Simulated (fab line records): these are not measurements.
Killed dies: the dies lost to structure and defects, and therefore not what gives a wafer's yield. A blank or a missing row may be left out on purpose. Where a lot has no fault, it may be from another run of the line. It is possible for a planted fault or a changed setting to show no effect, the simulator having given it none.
What tool caused it?	flow nand-harc	14 lots (42 wafers sampled), 1 step of a 1302-step route

WHAT THE GAUGES READ, wafer by wafer
NHARC_A_CHANNEL_FILL_D2_INSPECT_13. Usual: raw-defect-count 336, standard deviation 99.
lot	measured	on	raw-defect-count	flag
L364	day 15 03:49	defect-inspect-02	317 347 282	
L366	day 15 20:46	defect-inspect-02	218 271 210	
L367	day 16 20:11	defect-inspect-02	496 519 496	
L369	day 18 01:32	defect-inspect-02	248 309 553	
L375	day 20 02:20	defect-inspect-02	421 313 340	
L374	day 20 07:04	defect-inspect-02	288 243 291	
L378	day 21 13:48	defect-inspect-02	382 343 396	
L379	day 22 01:08	defect-inspect-02	209 265 193	
L382	day 23 08:04	defect-inspect-01	288 222 231	
L381	day 23 08:04	defect-inspect-02	225 236 291	
L383	day 23 20:07	defect-inspect-01	378 433 300	
L385	day 24 16:56	defect-inspect-01	235 410 284	
L386	day 24 23:47	defect-inspect-02	483 285 233	
L387	day 24 23:47	defect-inspect-01	282 284 403	

EACH LOT AND THE TOOL THAT RAN IT (in order: tool; ch and the chambers of the sampled wafers; start)
Record: no process step prior to these readings.

WHAT THE TOOLS THEMSELVES READ (means of the sampled wafers that have a number; where no wafer has one, the mark that the record gives instead)
The record holds no such reading with a usual standard deviation.

THE ANSWER, worked out from the rows above alone
Rule: lot off if the mean of its wafers having a number is beyond 3 standard deviations from the usual mean. A lot without any number at a reading at which 4 lots or more have one is off too. All remaining lots with rows at the step are treated as sound. After the gauges, taken in route order, come the tools' own readings; for these a lot's mean is taken, as printed above. At the first step where some lot is off, the reading lying furthest off is the one used; lots without a number count as furthest.
Across all readings shown, no lot is off: no conclusion can be drawn from this.

WHAT THE SIMULATOR HAD PUT IN
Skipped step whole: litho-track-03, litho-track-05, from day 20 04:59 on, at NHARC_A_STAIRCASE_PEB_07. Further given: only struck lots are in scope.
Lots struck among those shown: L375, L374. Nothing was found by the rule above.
